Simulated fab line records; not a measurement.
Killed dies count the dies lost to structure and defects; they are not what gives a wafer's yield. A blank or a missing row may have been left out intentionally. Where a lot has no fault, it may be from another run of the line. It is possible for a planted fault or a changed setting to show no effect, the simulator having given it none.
Chamber matching || flow nandHarc || rieDiel-07 running NHARC_P_ZERO_WELL_DESCUM_13: 4 sister chambers
The step chemistry O2, time 3 s. 4 wafers are shown with their chamber, then 7 later ones without.

== EACH WAFER AND ITS CHAMBER ==
{"wafer": "L086.3", "chamber": 2, "showerheadPlenumPTorr (Torr)": 1.88}
{"wafer": "L086.6", "chamber": 0, "showerheadPlenumPTorr (Torr)": 1.80}
{"wafer": "L087.3", "chamber": 1, "showerheadPlenumPTorr (Torr)": 1.93}
{"wafer": "L087.5", "chamber": 3, "showerheadPlenumPTorr (Torr)": 1.92}

== WAFERS WITHOUT THEIR CHAMBER ==
{"wafer": "L087.6", "showerheadPlenumPTorr (Torr)": 1.80}
{"wafer": "L091.1", "showerheadPlenumPTorr (Torr)": 1.92}
{"wafer": "L091.5", "showerheadPlenumPTorr (Torr)": 1.93}
{"wafer": "L091.6", "showerheadPlenumPTorr (Torr)": 1.88}
{"wafer": "L095.1", "showerheadPlenumPTorr (Torr)": 1.92}
{"wafer": "L095.2", "showerheadPlenumPTorr (Torr)": 1.87}
{"wafer": "L095.3", "showerheadPlenumPTorr (Torr)": 1.80}

== CHAMBER TAKEN BY EACH ==
{"wafer": "L087.6", "from the rows above": 0, "in truth": 0}
{"wafer": "L091.1", "from the rows above": 3, "in truth": 3}
{"wafer": "L091.5", "from the rows above": 1, "in truth": 1}
{"wafer": "L091.6", "from the rows above": 2, "in truth": 2}
{"wafer": "L095.1", "from the rows above": 3, "in truth": 3}
{"wafer": "L095.2", "from the rows above": 2, "in truth": 2}
{"wafer": "L095.3", "from the rows above": 0, "in truth": 0}
Correctly placed: 7 of 7. Can't be placed from these rows: 0. Wrongly placed: 0.
How it was worked out, from the rows above alone: a wafer's distance from a chamber is the root of the sum, over the readings, of the square of ((its reading less the chamber's mean) divided by the reading's scatter). The wafer belongs to the nearest chamber; if the next one is less than 2 further off, it can't be placed. A chamber's mean is the mean of its shown wafers. The scatter (one wafer shown for each chamber): square how far every hidden wafer sits from the nearest shown wafer, average those squares and take the square root.
